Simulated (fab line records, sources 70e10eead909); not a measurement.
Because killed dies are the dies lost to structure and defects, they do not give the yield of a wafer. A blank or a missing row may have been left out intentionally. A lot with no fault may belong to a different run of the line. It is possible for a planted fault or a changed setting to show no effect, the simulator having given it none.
Chamber matching || flow nand_harc || NHARC_A_STAIRCASE_TRIM_196 on rie_diel-11 has 4 sister chambers
The step chemistry O2, time 211.2 s. 16 wafers are shown with their chamber, then 8 later ones without.

## WAFERS, EACH WITH ITS CHAMBER
{"wafer": "L079.1", "chamber": 3, "showerhead_plenum_p_Torr (Torr)": 3.78, "drypump_motor_current_A (A)": 6.3, "oes_product_au (a.u.)": 0.992}
{"wafer": "L079.2", "chamber": 1, "showerhead_plenum_p_Torr (Torr)": 3.49, "drypump_motor_current_A (A)": 6.3, "oes_product_au (a.u.)": 1.004}
{"wafer": "L079.5", "chamber": 2, "showerhead_plenum_p_Torr (Torr)": 3.41, "drypump_motor_current_A (A)": 5.3, "oes_product_au (a.u.)": 1.021}
{"wafer": "L078.2", "chamber": 3, "showerhead_plenum_p_Torr (Torr)": 3.78, "drypump_motor_current_A (A)": 6.2, "oes_product_au (a.u.)": 1.000}
{"wafer": "L078.3", "chamber": 2, "showerhead_plenum_p_Torr (Torr)": 3.41, "drypump_motor_current_A (A)": 5.3, "oes_product_au (a.u.)": 1.005}
{"wafer": "L078.6", "chamber": 1, "showerhead_plenum_p_Torr (Torr)": 3.49, "drypump_motor_current_A (A)": 6.3, "oes_product_au (a.u.)": 1.003}
{"wafer": "L083.1", "chamber": 2, "showerhead_plenum_p_Torr (Torr)": 3.40, "drypump_motor_current_A (A)": 5.3, "oes_product_au (a.u.)": 1.011}
{"wafer": "L083.2", "chamber": 1, "showerhead_plenum_p_Torr (Torr)": 3.49, "drypump_motor_current_A (A)": 6.3, "oes_product_au (a.u.)": 0.990}
{"wafer": "L083.5", "chamber": 0, "showerhead_plenum_p_Torr (Torr)": 3.74, "drypump_motor_current_A (A)": 6.0, "oes_product_au (a.u.)": 1.002}
{"wafer": "L085.3", "chamber": 1, "showerhead_plenum_p_Torr (Torr)": 3.49, "drypump_motor_current_A (A)": 6.3, "oes_product_au (a.u.)": 0.991}
{"wafer": "L085.5", "chamber": 3, "showerhead_plenum_p_Torr (Torr)": 3.77, "drypump_motor_current_A (A)": 6.2, "oes_product_au (a.u.)": 0.985}
{"wafer": "L085.6", "chamber": 2, "showerhead_plenum_p_Torr (Torr)": 3.40, "drypump_motor_current_A (A)": 5.3, "oes_product_au (a.u.)": 1.013}
{"wafer": "L086.2", "chamber": 3, "showerhead_plenum_p_Torr (Torr)": 3.77, "drypump_motor_current_A (A)": 6.2, "oes_product_au (a.u.)": 0.991}
{"wafer": "L086.3", "chamber": 0, "showerhead_plenum_p_Torr (Torr)": 3.74, "drypump_motor_current_A (A)": 6.0, "oes_product_au (a.u.)": 1.012}
{"wafer": "L086.6", "chamber": 0, "showerhead_plenum_p_Torr (Torr)": 3.74, "drypump_motor_current_A (A)": 5.9, "oes_product_au (a.u.)": 1.012}
{"wafer": "L092.1", "chamber": 3, "showerhead_plenum_p_Torr (Torr)": 3.75, "drypump_motor_current_A (A)": 6.2, "oes_product_au (a.u.)": 0.983}

SIGNATURES (means of the wafers above)
{"reading": "showerhead_plenum_p_Torr", "chamber 0": 3.7400, "chamber 1": 3.4900, "chamber 2": 3.4050, "chamber 3": 3.7700, "scatter within a chamber": 0.00764}
{"reading": "drypump_motor_current_A", "chamber 0": 5.967, "chamber 1": 6.300, "chamber 2": 5.300, "chamber 3": 6.220, "scatter within a chamber": 0.035}
{"reading": "oes_product_au", "chamber 0": 1.00867, "chamber 1": 0.99700, "chamber 2": 1.01250, "chamber 3": 0.99020, "scatter within a chamber": 0.00675}
Rule: for each reading, subtract the chamber's mean from the wafer's reading, divide by that reading's scatter and square the result; add these up over the readings and take the root, which gives the wafer's distance from the chamber. If the next closest chamber is less than 2 further off than the closest, the wafer can't be placed; otherwise it belongs to the closest. How the scatter is found: for the shown wafers, subtract from each reading the mean of its chamber, square and add these, divide the total by (wafers less chambers), then take the root.

## WAFERS WHOSE CHAMBER IS MISSING
{"wafer": "L092.5", "showerhead_plenum_p_Torr (Torr)": 3.47, "drypump_motor_current_A (A)": 6.3, "oes_product_au (a.u.)": 0.981}
{"wafer": "L092.6", "showerhead_plenum_p_Torr (Torr)": 3.39, "drypump_motor_current_A (A)": 5.3, "oes_product_au (a.u.)": 1.000}
{"wafer": "L096.1", "showerhead_plenum_p_Torr (Torr)": 3.75, "drypump_motor_current_A (A)": 6.2, "oes_product_au (a.u.)": 0.990}
{"wafer": "L096.3", "showerhead_plenum_p_Torr (Torr)": 3.72, "drypump_motor_current_A (A)": 6.0, "oes_product_au (a.u.)": 0.997}
{"wafer": "L096.4", "showerhead_plenum_p_Torr (Torr)": 3.46, "drypump_motor_current_A (A)": 6.3, "oes_product_au (a.u.)": 0.976}
{"wafer": "L097.2", "showerhead_plenum_p_Torr (Torr)": 3.74, "drypump_motor_current_A (A)": 6.2, "oes_product_au (a.u.)": 0.997}
{"wafer": "L097.4", "showerhead_plenum_p_Torr (Torr)": 3.72, "drypump_motor_current_A (A)": 6.0, "oes_product_au (a.u.)": 1.012}
{"wafer": "L097.5", "showerhead_plenum_p_Torr (Torr)": 3.72, "drypump_motor_current_A (A)": 6.0, "oes_product_au (a.u.)": 0.999}

## WHICH CHAMBER EACH WENT THROUGH
{"wafer": "L092.5", "from the rows above": 1, "in truth": 1}
{"wafer": "L092.6", "from the rows above": 2, "in truth": 2}
{"wafer": "L096.1", "from the rows above": 3, "in truth": 3}
{"wafer": "L096.3", "from the rows above": 0, "in truth": 0}
{"wafer": "L096.4", "from the rows above": 1, "in truth": 1}
{"wafer": "L097.2", "from the rows above": 3, "in truth": 3}
{"wafer": "L097.4", "from the rows above": 0, "in truth": 0}
{"wafer": "L097.5", "from the rows above": 0, "in truth": 0}
Correctly placed: 8 of 8. Left unplaced by these rows: 0. Placed wrongly: 0.
